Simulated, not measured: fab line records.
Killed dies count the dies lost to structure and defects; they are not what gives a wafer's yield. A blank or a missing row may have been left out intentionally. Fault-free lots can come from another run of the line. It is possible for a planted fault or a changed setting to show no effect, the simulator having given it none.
Matching of chambers || flow n5-finfet || cvd-co-01 running N5_BEOL_M4_PRE_CLEAN_60: 3 sister chambers
The step time 15 s. 27 wafers are shown with their chamber, then 12 later ones without.

## WAFERS WITH THEIR CHAMBER
{"wafer": "L076.2", "chamber": 0, "heater-power-w (W)": 70}
{"wafer": "L076.3", "chamber": 2, "heater-power-w (W)": 106}
{"wafer": "L076.4", "chamber": 1, "heater-power-w (W)": 91}
{"wafer": "L077.2", "chamber": 2, "heater-power-w (W)": 104}
{"wafer": "L077.4", "chamber": 0, "heater-power-w (W)": 70}
{"wafer": "L077.5", "chamber": 1, "heater-power-w (W)": 94}
{"wafer": "L080.1", "chamber": 2, "heater-power-w (W)": 107}
{"wafer": "L080.3", "chamber": 0, "heater-power-w (W)": 69}
{"wafer": "L080.4", "chamber": 0, "heater-power-w (W)": 70}
{"wafer": "L082.1", "chamber": 2, "heater-power-w (W)": 102}
{"wafer": "L082.3", "chamber": 0, "heater-power-w (W)": 71}
{"wafer": "L082.5", "chamber": 2, "heater-power-w (W)": 103}
{"wafer": "L083.3", "chamber": 2, "heater-power-w (W)": 105}
{"wafer": "L083.4", "chamber": 0, "heater-power-w (W)": 69}
{"wafer": "L083.5", "chamber": 1, "heater-power-w (W)": 93}
{"wafer": "L084.2", "chamber": 0, "heater-power-w (W)": 71}
{"wafer": "L084.5", "chamber": 2, "heater-power-w (W)": 104}
{"wafer": "L084.6", "chamber": 0, "heater-power-w (W)": 70}
{"wafer": "L085.1", "chamber": 2, "heater-power-w (W)": 105}
{"wafer": "L085.3", "chamber": 1, "heater-power-w (W)": 93}
{"wafer": "L085.6", "chamber": 1, "heater-power-w (W)": 93}
{"wafer": "L088.1", "chamber": 2, "heater-power-w (W)": 106}
{"wafer": "L088.2", "chamber": 1, "heater-power-w (W)": 94}
{"wafer": "L088.4", "chamber": 0, "heater-power-w (W)": 69}
{"wafer": "L093.3", "chamber": 2, "heater-power-w (W)": 105}
{"wafer": "L093.4", "chamber": 0, "heater-power-w (W)": 70}
{"wafer": "L093.6", "chamber": 1, "heater-power-w (W)": 96}

SIGNATURES, as means of the wafers listed above
{"reading": "heater-power-w", "chamber 0": 69.90, "chamber 1": 93.43, "chamber 2": 104.70, "scatter within a chamber": 1.27}
Rule: for a wafer and a chamber, the distance is found by dividing, reading by reading, the gap between the wafer's reading and the chamber's mean by the reading's scatter, squaring, summing and taking the root. The wafer belongs to the nearest chamber; if the next one is less than 2 further off, it can't be placed. The scatter: the root of (the sum of the squares of (reading less its chamber's mean) over the shown wafers, divided by (wafers less chambers)).

## WAFERS WITH NO CHAMBER GIVEN
{"wafer": "L091.3", "heater-power-w (W)": 105}
{"wafer": "L091.5", "heater-power-w (W)": 105}
{"wafer": "L091.6", "heater-power-w (W)": 69}
{"wafer": "L090.2", "heater-power-w (W)": 71}
{"wafer": "L090.4", "heater-power-w (W)": 70}
{"wafer": "L090.5", "heater-power-w (W)": 104}
{"wafer": "L095.3", "heater-power-w (W)": 106}
{"wafer": "L095.5", "heater-power-w (W)": 71}
{"wafer": "L095.6", "heater-power-w (W)": 104}
{"wafer": "L092.1", "heater-power-w (W)": 105}
{"wafer": "L092.3", "heater-power-w (W)": 71}
{"wafer": "L092.5", "heater-power-w (W)": 69}

## WHICH CHAMBER EACH ONE RAN IN
{"wafer": "L091.3", "from the rows above": 2, "in truth": 2}
{"wafer": "L091.5", "from the rows above": 2, "in truth": 2}
{"wafer": "L091.6", "from the rows above": 0, "in truth": 0}
{"wafer": "L090.2", "from the rows above": 0, "in truth": 0}
{"wafer": "L090.4", "from the rows above": 0, "in truth": 0}
{"wafer": "L090.5", "from the rows above": 2, "in truth": 2}
{"wafer": "L095.3", "from the rows above": 2, "in truth": 2}
{"wafer": "L095.5", "from the rows above": 0, "in truth": 0}
{"wafer": "L095.6", "from the rows above": 2, "in truth": 2}
{"wafer": "L092.1", "from the rows above": 2, "in truth": 2}
{"wafer": "L092.3", "from the rows above": 0, "in truth": 0}
{"wafer": "L092.5", "from the rows above": 0, "in truth": 0}
Correct placement for 12 of the 12. Not placeable from these rows: 0. Number placed wrongly: 0.
